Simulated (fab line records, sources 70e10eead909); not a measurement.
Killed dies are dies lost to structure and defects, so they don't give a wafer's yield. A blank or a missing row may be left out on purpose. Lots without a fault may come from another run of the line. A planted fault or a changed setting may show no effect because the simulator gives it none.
fab line records | flow nand_harc
record lots=5 wafers=15 last_day=23
route steps=1159 shown A_CONTACT@912 END@1159
lots that met no fault: from a run of the same line without faults
start_h: hours from the record's first day to the start of the lot's first wafer shown | wait_h: hours since the lot's step before | " the same as in the row above | L1.1+2: a row that stands for several wafers | - no value, or no start given | * or withheld: withheld | < > ~ a bound
route shown NAME@n: a module of which the file shows steps, and the number in the route of the first | usual: mean/standard deviation of fault-free wafers | same: alike in all rows | chamber/n: place in a boat | sites: the reading at each site | _std_site: their standard deviation | _edge_site: outer sites' mean less inner sites' | radius_mm: how far each site lies from the wafer's centre | mask NAME#n: copy n | behind: the tool/chamber that last shaped the wafer | hold: why the lot was held/for how many hours/how that ended | device: the transistor (n, p or np) that didn't switch | end of line: the same wafers' tests at the end of the route | a step without rows: its recipe alone | killed: dies lost to structure and defects at the first sort, not the wafer's yield | map: a wafer's dies, x killed, . not, _ none there
set.NAME: the setting as run; set.NAME@STEP: as run at that earlier step | model.NAME: the simulator's own value behind a step, which no gauge read
lots at some steps of the route; a table a step, a row a wafer
services: from which hour (start_h, from the record's first day; less than 0 if before it) a tool's chamber was out of use, for how many hours, and why
## steps
# step NHARC_A_CONTACT_ETCH_132
# recipe source_w=withheld pressure_mtorr=20 bias_v=1200 time_s=156 target_depth_a=9580 ar_flow_sccm=withheld c4f8_flow_sccm=withheld o2_flow_sccm=withheld chemistry=C4F8/O2/Ar
# same time_s=156
# columns lot.wafer tool chamber start_h wait_h rf_hours_counter_h
L287.1 har_cap_etch-01 0 369.55 0.1 57
L287.2 " 1 " " 57
L287.3 " 0 " " -
L293.2 har_cap_etch-03 1 424.47 0.1 88
L293.1 " 0 " " 88
L293.4 " 0 " " -
L305.1 har_cap_etch-03 1 470.19 0.1 97
L305.5 " 0 " " -
L305.6 " 1 " " -
L304.2 har_cap_etch-02 0 473.21 0.1 26
L304.1 " 1 " " 26
L304.5 " 0 " " -
L302.3 har_cap_etch-03 0 479.02 0.1 -
L302.5 " 1 " " -
L302.6 " 0 " " -
# step NHARC_A_CONTACT_ETCH_133
# recipe source_w=withheld pressure_mtorr=20 bias_v=400 time_s=195 target_depth_a=8400 ar_flow_sccm=withheld c4f8_flow_sccm=11.5 o2_flow_sccm=7.2 chemistry=C4F8/O2/Ar
# step NHARC_A_CONTACT_ETCH_91
# recipe target_depth_a=400 over_etch_frac=0.5 time_s=85.7 ion_energy_ev=120 ch3f_flow_sccm=50 o2_flow_sccm=30 ar_flow_sccm=200 rf_w=500 bias_w=100 chemistry=CH3F/O2
# usual ch3f_flow_sccm=50.02/0.13 drypump_motor_current_A=5.8/0.44 oes_product_au=0.95/0.035 rf_vpp_V=244.6/1.9 showerhead_plenum_p_Torr=2.49/0.12 throttle_valve_pct=20.663/0.0094
# same time_s=85.7
# columns lot.wafer tool chamber start_h wait_h ch3f_flow_sccm drypump_motor_current_A oes_product_au rf_hours_counter_h rf_vpp_V showerhead_plenum_p_Torr throttle_valve_pct
L287.3 rie_diel-01 0 370.26 0.4 50.30 5.3 1.00 8 245.2 2.52 20.663
L287.2 " 1 " " 50.04 5.7 0.99 10 246.0 2.54 20.658
L287.1 " 2 " " 49.91 5.6 1.00 9 241.2 2.32 20.663
L293.2 rie_diel-03 1 425.18 0.5 49.90 6.4 1.00 8 241.7 2.30 20.662
L293.1 " 2 " " 49.79 6.7 1.02 8 242.4 2.42 20.643
L293.4 " 3 " " 50.22 6.4 1.00 7 246.9 2.57 20.655
L305.1 rie_diel-03 0 470.87 0.5 50.11 5.3 1.00 22 246.0 2.65 20.661
L305.6 " 0 " " 49.89 5.3 1.00 - 247.3 2.65 20.655
L305.5 " 1 " " 49.98 6.4 1.00 - 243.3 2.29 20.668
L304.2 rie_diel-01 3 473.94 0.5 50.26 5.6 0.93 26 247.4 2.56 20.663
L304.1 " 1 " " 50.02 5.7 0.92 30 244.8 2.54 20.675
L304.5 " 3 " " 50.20 5.6 0.92 - 246.3 2.56 20.666
L302.3 rie_diel-04 3 479.66 0.4 50.04 6.0 0.92 1 245.8 2.55 20.656
L302.5 " 3 " " 50.08 6.0 0.92 - 246.2 2.55 20.673
L302.6 " 0 " " 50.13 6.0 0.93 - 245.2 2.48 20.660
# step NHARC_A_CONTACT_ETCH_97
# recipe target_depth_a=200 over_etch_frac=0.5 time_s=10 ion_energy_ev=250 c4f6_flow_sccm=25 o2_flow_sccm=20 ar_flow_sccm=500 rf_w=600 bias_w=500 chemistry=C4F6/O2
# step NHARC_A_CONTACT_CD_MEAS_80
# usual cd_nm=189.6/0.72
# columns lot.wafer tool chamber start_h wait_h cd_nm
L287.1 cd_sem-01 - 370.48 - 189.1
L287.2 " - " " 189.6
L287.3 " - " " 189.0
L293.1 cd_sem-01 - 425.40 - 190.0
L293.2 " - " " 188.6
L293.4 " - " " 189.4
L305.1 cd_sem-02 - 471.10 - 188.7
L305.5 " - " " 188.9
L305.6 " - " " 188.4
L304.1 cd_sem-03 - 474.17 - 191.0
L304.2 " - " " 191.1
L304.5 " - " " 191.0
L302.3 cd_sem-01 - 479.88 - 189.2
L302.5 " - " " 189.3
L302.6 " - " " 188.9
# step NHARC_A_CONTACT_STRIP_103
# recipe n2_flow_sccm=150 h2_flow_sccm=150 ar_flow_sccm=0 bias_w=0 chemistry=N2/H2
# step NHARC_A_CONTACT_STRIP_104
# recipe cf4_flow_sccm=100 chf3_flow_sccm=30 ar_flow_sccm=0 bias_w=0 chemistry=CF4/CHF3
# step NHARC_A_CONTACT_STRIP_105
# recipe o2_flow_sccm=400 cos_flow_sccm=20 ar_flow_sccm=0 bias_w=0 chemistry=O2/COS
# step NHARC_A_CONTACT_ETCH_106
# recipe target_depth_a=600 overetch_a=60 time_s=33 ion_energy_ev=100 cf4_flow_sccm=80 o2_flow_sccm=20 ar_flow_sccm=0 rf_w=300 bias_w=100 chemistry=CF4/O2
# usual drypump_motor_current_A=5.9/0.44 oes_product_au=1.000/0.0081 rf_vpp_V=198.2/1.6 showerhead_plenum_p_Torr=1.35/0.065 throttle_valve_pct=13.397/0.0083
# same time_s=33
# columns lot.wafer tool chamber start_h wait_h drypump_motor_current_A oes_product_au rf_hours_counter_h rf_vpp_V showerhead_plenum_p_Torr throttle_valve_pct
L287.1 rie_diel-01 1 370.77 0.1 5.7 0.997 10 200.0 1.38 13.389
L287.2 " 2 " " 5.5 0.990 9 195.2 1.26 13.405
L287.3 " 3 " " 5.6 0.994 9 199.3 1.39 13.397
L293.4 rie_diel-04 3 425.69 0.1 6.0 0.996 51 198.7 1.39 13.406
L293.1 " 1 " " 6.2 1.012 56 200.5 1.43 13.399
L293.2 " 2 " " 5.6 1.001 41 195.8 1.23 13.412
L305.1 rie_diel-03 0 471.45 0.1 5.3 1.001 22 200.3 1.44 13.401
L305.6 " 0 " " 5.3 1.008 - 201.5 1.44 13.411
L305.5 " 1 " " 6.4 0.990 - 194.9 1.24 13.393
L304.2 rie_diel-01 2 474.46 0.1 5.5 0.997 30 194.5 1.25 13.398
L304.1 " 1 " " 5.7 0.997 30 198.9 1.38 13.403
L304.5 " 3 " " 5.6 0.990 - 198.9 1.39 13.390
L302.3 rie_diel-01 3 480.18 0.1 5.6 1.002 28 199.4 1.39 13.396
L302.5 " 0 " " 5.3 0.990 - 198.3 1.36 13.398
L302.6 " 1 " " 5.7 0.994 - 199.6 1.38 13.402
# step NHARC_A_CONTACT_STRIP_82
# recipe o2_flow_sccm=500 ar_flow_sccm=0 bias_w=0 chemistry=O2
# step NHARC_A_CONTACT_STRIP_83
# recipe time_s=600 temp_c=30 chemistry=post_etch_residue_remover
# step NHARC_A_CONTACT_DEP_84
# recipe target_thk_a=20000 temp_c=400 material=aC
# usual susceptor_temp_C=400.05/0.24 throttle_valve_pct=35.001/0.0086
# columns lot.wafer tool chamber start_h wait_h susceptor_temp_C throttle_valve_pct
L287.1 acl_dep-03 0 375.11 - 400.19 34.999
L287.2 " 0 " " 400.47 34.991
L287.3 " 0 " " 400.32 35.014
L293.1 acl_dep-02 0 426.34 - - 34.995
L293.2 " 0 " " - 35.005
L293.4 " 0 " " - 35.006
L305.1 acl_dep-01 0 473.46 - 400.14 35.012
L305.5 " 0 " " 400.25 35.001
L305.6 " 0 " " 399.97 34.992
L304.1 acl_dep-02 0 475.55 - - 34.989
L304.2 " 0 " " - 35.017
L304.5 " 0 " " - 35.009
L302.3 acl_dep-03 0 482.97 - - 34.981
L302.5 " 0 " " - 34.990
L302.6 " 0 " " - 35.001
# step NHARC_A_CONTACT_DEP_85
# recipe target_thk_a=500 target_thk_nm=50 temp_c=400 pressure_torr=3.5 flow_sccm=200 rf_w=350 material=SiON
# usual heater_power_w=763/96 susceptor_temp_C=400.00/0.22
# columns lot.wafer tool chamber start_h wait_h heater_power_w susceptor_temp_C
L287.2 pecvd-03 2 376.39 0.9 834 399.78
L287.1 " 0 " " 887 399.79
L287.3 " 1 " " 705 400.21
L293.1 pecvd-02 1 427.58 1.0 716 399.80
L293.2 " 0 " " 901 399.90
L293.4 " 0 " " 877 400.28
L305.1 pecvd-04 0 474.79 1.1 639 400.25
L305.6 " 0 " " 658 399.84
L305.5 " 1 " " 788 400.14
L304.2 pecvd-04 2 476.94 1.0 912 399.81
L304.1 " 0 " " 621 399.40
L304.5 " 2 " " 900 399.65
L302.3 pecvd-02 0 484.02 0.8 910 399.87
L302.6 " 2 " " 583 400.12
L302.5 " 1 " " 757 399.78
# step NHARC_A_CONTACT_DEHYDRATE_00
# recipe temp_c=150 time_s=120
# step NHARC_A_CONTACT_HMDS_01
# recipe time_s=30
# step NHARC_A_CONTACT_COAT_86
# recipe temp_c=260 time_s=75
# step NHARC_A_CONTACT_COAT_87
# recipe temp_c=225 time_s=65
# step NHARC_A_CONTACT_COAT_02
# recipe spin_rpm=1500 resist_thk_nm=90
# step NHARC_A_CONTACT_SOFTBAKE_03
# recipe temp_c=105 time_s=55
# step NHARC_A_CONTACT_EBR_04
# step NHARC_A_CONTACT_EXPOSE_05
# recipe na=1.35 sigma_outer=0.8 dose_mj=84.24 mask_id=A_CC
# step NHARC_A_CONTACT_PEB_06
# recipe peb_temp_c=100 peb_time_s=65
# step NHARC_A_CONTACT_DEVELOP_07
# recipe develop_time_s=35 dev_temp_c=23
# step NHARC_A_CONTACT_CD_MEAS_08
# recipe target_cd_nm=100 landing_energy_ev=500
# usual cd_nm=100.0/0.33
# columns lot.wafer tool chamber start_h wait_h cd_nm
L287.1 cd_sem-03 0 377.10 - 100.7
L287.2 " 0 " " 100.4
L287.3 " 0 " " 100.1
L293.1 cd_sem-03 0 428.33 - 99.6
L293.2 " 0 " " 100.1
L293.4 " 0 " " 99.8
L305.1 cd_sem-03 0 475.49 - 100.0
L305.5 " 0 " " 99.9
L305.6 " 0 " " 99.7
L304.1 cd_sem-01 0 477.51 - 100.2
L304.2 " 0 " " 100.7
L304.5 " 0 " " 100.0
L302.3 cd_sem-03 0 484.59 - 99.9
L302.5 " 0 " " 99.6
L302.6 " 0 " " 99.9
# step NHARC_A_CONTACT_OVL_MEAS_09
# usual overlay_x_nm=0.2/0.76 overlay_y_nm=0.3/0.94
# columns lot.wafer tool chamber start_h wait_h overlay_x_nm overlay_y_nm
L287.1 overlay-01 - 377.19 - -1.0 1.6
L287.2 " - " " -0.5 1.5
L287.3 " - " " -1.0 1.1
L293.1 overlay-01 - 428.43 - -0.7 0.1
L293.2 " - " " -0.8 0.2
L293.4 " - " " -0.3 0.1
L305.1 overlay-02 - 475.58 - 0.8 1.4
L305.5 " - " " 0.9 1.0
L305.6 " - " " 1.1 1.8
L304.1 overlay-01 - 477.59 - 0.4 0.5
L304.2 " - " " 0.2 0.2
L304.5 " - " " 0.6 1.0
L302.3 overlay-02 - 484.68 - 1.1 1.2
L302.5 " - " " 1.5 0.8
L302.6 " - " " 0.6 1.0
# step NHARC_A_CONTACT_INSPECT_10
# usual raw_defect_count=33/16
# columns lot.wafer tool chamber start_h wait_h raw_defect_count
L287.1 defect_inspect-01 - 377.23 0.0 26
L287.2 " - " " 23
L287.3 " - " " 34
L293.1 defect_inspect-01 - 428.47 0.0 55
L293.2 " - " " 40
L293.4 " - " " 38
L305.1 defect_inspect-02 - 475.61 0.0 50
L305.5 " - " " 53
L305.6 " - " " 57
L304.1 defect_inspect-01 - 477.63 0.0 12
L304.2 " - " " 20
L304.5 " - " " 20
L302.3 defect_inspect-02 - 484.71 0.0 33
L302.5 " - " " 28
L302.6 " - " " 845
# step NHARC_A_CONTACT_DESCUM_13
# recipe time_s=3 o2_flow_sccm=200 ar_flow_sccm=0 bias_power_w=0 chemistry=O2
# usual drypump_motor_current_A=5.8/0.4 oes_product_au=0.998/0.0089 rf_vpp_V=57.9/0.87 showerhead_plenum_p_Torr=1.94/0.092 throttle_valve_pct=11.313/0.0081
# same time_s=3
# columns lot.wafer tool chamber start_h wait_h drypump_motor_current_A oes_product_au rf_hours_counter_h rf_vpp_V showerhead_plenum_p_Torr throttle_valve_pct
L287.2 rie_diel-04 3 377.29 0.1 6.1 0.996 31 58.6 2.00 11.312
L287.3 " 0 " " 6.0 1.009 33 56.8 1.95 11.323
L287.1 " 1 " " 6.1 1.009 35 57.9 2.06 11.328
L293.2 rie_diel-03 1 428.53 0.1 6.4 0.996 8 56.3 1.78 11.315
L293.4 " 3 " " 6.4 1.000 7 57.9 2.00 11.323
L293.1 " 0 " " 5.3 0.999 7 58.1 2.07 11.307
L305.1 rie_diel-01 3 475.70 0.1 5.6 0.989 26 57.8 1.99 11.333
L305.5 " 0 " " 5.3 0.997 - 57.5 1.95 11.308
L305.6 " 1 " " 5.7 0.989 - 58.6 1.97 11.304
L304.1 rie_diel-01 1 477.69 0.1 5.7 0.993 31 58.3 1.98 11.312
L304.2 " 0 " " 5.3 0.993 31 57.7 1.95 11.311
L304.5 " 1 " " 5.7 1.001 - 57.7 1.98 11.313
L302.3 rie_diel-01 0 484.77 0.1 5.3 0.988 34 58.7 1.95 11.321
L302.6 " 0 " " 5.3 0.988 - 58.7 1.95 11.318
L302.5 " 1 " " 5.7 0.991 - 59.4 1.97 11.306
# step NHARC_END_SORT_01
# recipe temp_c=25
# usual killed_at_array=27/11 killed_at_other=0.8/1.1 killed_at_periphery=2.8/1.9 killed_dies=30/11 killed_open=3.3/1.8 killed_short=2.3/1.5
# same gross_dies=677
# columns lot.wafer tool chamber start_h wait_h killed_at_array killed_at_other killed_at_periphery killed_dies killed_open killed_short
L287.1 prober-01 0 445.05 2.5 23 0 7 30 5 4
L287.2 prober-01 0 445.86 2.8 27 0 4 31 8 3
L287.3 prober-01 0 446.66 3.1 30 0 0 30 5 3
L293.1 prober-02 0 481.78 2.5 38 2 1 41 2 0
L293.2 prober-02 0 482.57 2.8 30 2 0 32 0 0
L293.4 prober-02 0 484.15 3.4 29 1 0 30 2 3
L304.1 prober-01 0 536.72 2.5 11 0 3 14 5 0
L304.2 prober-01 0 537.52 2.8 24 0 5 29 3 5
L304.5 prober-01 0 539.91 3.7 16 1 3 20 4 4
L305.1 prober-02 0 536.78 2.5 38 2 0 40 3 2
L305.5 prober-02 0 539.96 3.7 42 0 5 47 4 5
L305.6 prober-02 0 540.76 4.0 30 1 0 31 0 1
L302.3 prober-01 0 546.08 3.1 32 1 1 34 6 1
L302.5 prober-01 0 547.66 3.7 22 0 3 25 2 2
L302.6 prober-01 0 548.45 3.9 81 0 4 85 7 2
# killed by level:class
L287.1 A_CHANNEL_HOLE_D1:chamber_film_flake=11 A_CONTACT:chamber_film_flake=3 P_CONTACT:chamber_film_flake=2 A_SLIT:chamber_film_flake=2 P_GATE:geometric_particle:short=1 P_GATE:geometric_particle:open=1 P_M0:geometric_particle:short=1 P_M0:geometric_particle:open=1
L287.2 A_CHANNEL_HOLE_D1:chamber_film_flake=8 A_SLIT:chamber_film_flake=8 A_CHANNEL_FILL_D1:geometric_particle:open=2 A_BLC:geometric_particle:open=2 P_CONTACT:geometric_particle:short=1 P_M0:geometric_particle:open=1 P_M1:geometric_particle:open=1 A_ONON_D1:geometric_particle:open=1
L287.3 A_CHANNEL_HOLE_D1:chamber_film_flake=16 A_SLIT:chamber_film_flake=3 A_CHANNEL_FILL_D1:geometric_particle:open=2 A_CONTACT:chamber_film_flake=2 A_ONON_D1:geometric_particle:open=1 A_CHANNEL_HOLE_D1:geometric_particle:short=1 A_CHANNEL_FILL_D1:geometric_particle:short=1 A_BLC:geometric_particle:open=1
L293.1 A_CHANNEL_HOLE_D1:chamber_film_flake=19 A_SLIT:chamber_film_flake=6 A_CONTACT:chamber_film_flake=6 A_STAIRCASE:chamber_film_flake=2 A_WL_FILL:chamber_film_flake=2 THIN_TSV:chamber_film_flake=2 A_CHANNEL_FILL_D1:geometric_particle:open=1 A_M0:geometric_particle:open=1
L293.2 A_SLIT:chamber_film_flake=16 A_CHANNEL_HOLE_D1:chamber_film_flake=9 A_ZERO_WELL:chamber_film_flake=2 A_WL_FILL:chamber_film_flake=2 THIN_TSV:chamber_film_flake=2 A_CONTACT:chamber_film_flake=1
L293.4 A_SLIT:chamber_film_flake=12 A_CHANNEL_HOLE_D1:chamber_film_flake=7 A_CONTACT:chamber_film_flake=3 A_WL_FILL:geometric_particle:short=2 A_WL_FILL:geometric_particle:open=2 A_CHANNEL_FILL_D1:geometric_particle:short=1 A_ZERO_WELL:chamber_film_flake=1 A_STAIRCASE:chamber_film_flake=1
L304.1 A_CONTACT:chamber_film_flake=3 A_CHANNEL_HOLE_D1:chamber_film_flake=2 A_STAIRCASE:chamber_film_flake=2 P_CONTACT:geometric_particle:open=1 P_M2:geometric_particle:open=1 A_SGD_CUT:geometric_particle:open=1 A_WL_FILL:geometric_particle:open=1 A_CONTACT:geometric_particle:open=1
L305.1 A_SLIT:chamber_film_flake=13 A_CHANNEL_HOLE_D1:chamber_film_flake=10 A_CONTACT:chamber_film_flake=4 A_STAIRCASE:chamber_film_flake=3 A_ONON_D1:geometric_particle:short=2 A_CHANNEL_FILL_D1:chamber_film_flake=2 A_WL_FILL:geometric_particle:open=1 A_M0:geometric_particle:open=1
L304.2 A_CHANNEL_HOLE_D1:chamber_film_flake=10 A_CHANNEL_FILL_D1:chamber_film_flake=4 A_STAIRCASE:chamber_film_flake=3 A_CONTACT:chamber_film_flake=2 P_GATE:geometric_particle:short=1 P_CONTACT:geometric_particle:short=1 P_M0:geometric_particle:open=1 A_ONON_D1:geometric_particle:short=1
L304.5 A_CHANNEL_FILL_D1:chamber_film_flake=4 A_CONTACT:chamber_film_flake=3 A_CHANNEL_HOLE_D1:chamber_film_flake=2 A_STAIRCASE:chamber_film_flake=2 P_M0:geometric_particle:short=1 P_M1:geometric_particle:open=1 A_CHANNEL_FILL_D1:geometric_particle:open=1 A_WL_FILL:geometric_particle:short=1
L305.5 A_CHANNEL_HOLE_D1:chamber_film_flake=14 A_SLIT:chamber_film_flake=13 A_STAIRCASE:chamber_film_flake=4 A_CHANNEL_FILL_D1:geometric_particle:short=3 P_ZERO_WELL:chamber_film_flake=3 A_CHANNEL_FILL_D1:geometric_particle:open=2 A_CONTACT:chamber_film_flake=2 P_CONTACT:geometric_particle:short=1
L305.6 A_CHANNEL_HOLE_D1:chamber_film_flake=19 A_SLIT:chamber_film_flake=5 A_STAIRCASE:chamber_film_flake=2 A_ONON_D1:geometric_particle:short=1 A_CHANNEL_FILL_D1:chamber_film_flake=1 A_WL_FILL:chamber_film_flake=1 A_M1:chamber_film_flake=1 THIN_TSV:chamber_film_flake=1
L302.3 A_SLIT:chamber_film_flake=7 A_STAIRCASE:chamber_film_flake=7 A_CONTACT:chamber_film_flake=6 A_CHANNEL_HOLE_D1:chamber_film_flake=5 A_WL_FILL:geometric_particle:open=3 A_CONTACT:geometric_particle:open=2 A_CHANNEL_HOLE_D1:geometric_particle:open=1 A_WL_FILL:geometric_particle:short=1
L302.5 A_CONTACT:chamber_film_flake=6 A_STAIRCASE:chamber_film_flake=5 A_SLIT:chamber_film_flake=4 A_CHANNEL_HOLE_D1:chamber_film_flake=2 A_CHANNEL_FILL_D1:chamber_film_flake=2 P_GATE:geometric_particle:open=1 A_SOURCE_PLATE:geometric_particle:open=1 A_CHANNEL_FILL_D1:geometric_particle:short=1
L302.6 A_CONTACT:unspecified=51 A_SLIT:chamber_film_flake=16 A_CHANNEL_HOLE_D1:chamber_film_flake=5 A_STAIRCASE:chamber_film_flake=2 A_CONTACT:chamber_film_flake=2 P_CONTACT:geometric_particle:open=1 P_M1:geometric_particle:open=1 P_M1:geometric_particle:short=1
# map L302.6 (x killed, . not)
____________.____________
_________....x.._________
_______..........._______
______.............______
_____.........x....._____
____.................____
____......x........x.____
___.......x...........___
___...xx.x............___
__....xxxx.............__
__.....x.x.............__
_......xxx.x............_
_....x..x.x............._
_.......x..x............_
_........x.............._
_......................._
.........x...............
.........................
x.x......................
.........................
........x................
_......................._
_......................._
_......................._
_x......................_
_.....x................._
__....................x__
__.x.....x.............__
___....x..............___
___...x..xx...........___
____....xxxxx........____
____..xxxxxxxxx......____
_____xxxxxxxx......x_____
______xxxxxxxxx....______
_______xxxxxxxxx.._______
_________xxxxxx._________
____________x____________
# map L293.1 (x killed, . not)
____________.____________
_________......._________
_______..........._______
______.............______
_____..............._____
____.................____
____.................____
___...................___
___...................___
__.....................__
__.....................__
_......................._
_......................._
_......................._
_.x....................._
_......................._
.........................
....x....................
..x.xx...................
...xxx..x................
.x.x.xx..........x.......
_x..xx.................._
_..xx.x................._
_..x.xx...x............._
_......................._
_....x.x................_
__.x...................__
__.....................__
___...................___
___..x.x..............___
____xx.....x.........____
____x...............x____
_____.x...........x._____
______x.x..........______
_______xx..x......_______
_________......._________
____________.____________
## services
# columns tool chamber start_h hours kind
rie_diel-01 0 348.33 - clean
rie_diel-01 1 348.33 - clean
rie_diel-01 2 348.33 - clean
rie_diel-01 3 348.33 - clean
acl_dep-02 - 349.24 13.0 pm
pecvd-04 - 360.38 0.3 repair
rie_diel-01 0 372.83 - clean
rie_diel-01 1 372.83 - clean
rie_diel-01 2 372.83 - clean
rie_diel-01 3 372.83 - clean
pecvd-04 - 376.21 13.0 pm
rie_diel-03 - 392.45 9.0 pm
rie_diel-01 0 397.36 - clean
rie_diel-01 1 397.36 - clean
acl_dep-03 - 406.13 13.0 pm
har_cap_etch-01 - 436.51 0.9 repair
rie_diel-01 3 442.07 24.2 repair
rie_diel-03 0 444.31 9.1 repair
rie_diel-04 3 455.70 2.4 repair
rie_diel-04 - 466.30 9.0 pm
rie_diel-03 2 466.36 3.2 repair
pecvd-03 2 472.87 4.5 repair
pecvd-03 - 473.05 13.0 pm
acl_dep-01 - 477.18 13.0 pm
## key
first_sign step=NHARC_A_CONTACT_INSPECT_10 reading=raw_defect_count direction=up sigmas=50 usual=33 struck=845
effect step=NHARC_END_SORT_01 reading=killed_at_array direction=up sigmas=5 usual=27 struck=81
more_kills_born_at NHARC_A_CONTACT_DEP_85@pecvd-02=51
met_at NHARC_A_CONTACT_DEP_85
struck_wafers L302.6
tester_left_out L302
fault kind=chamber_particle_source tool=pecvd-02 chamber=2 onset_h=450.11 steps=NHARC_A_CONTACT_DEP_85 rate_per_visit_cm2=1.1984 end_h=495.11
# tester_left_out: of these lots the tester's yield and bins aren't shown, on N5 and GAA mostly nor the transistor test; their killed dies are dies lost to structure and defects alone, not to doping, threshold or leakage, so they don't give the yield
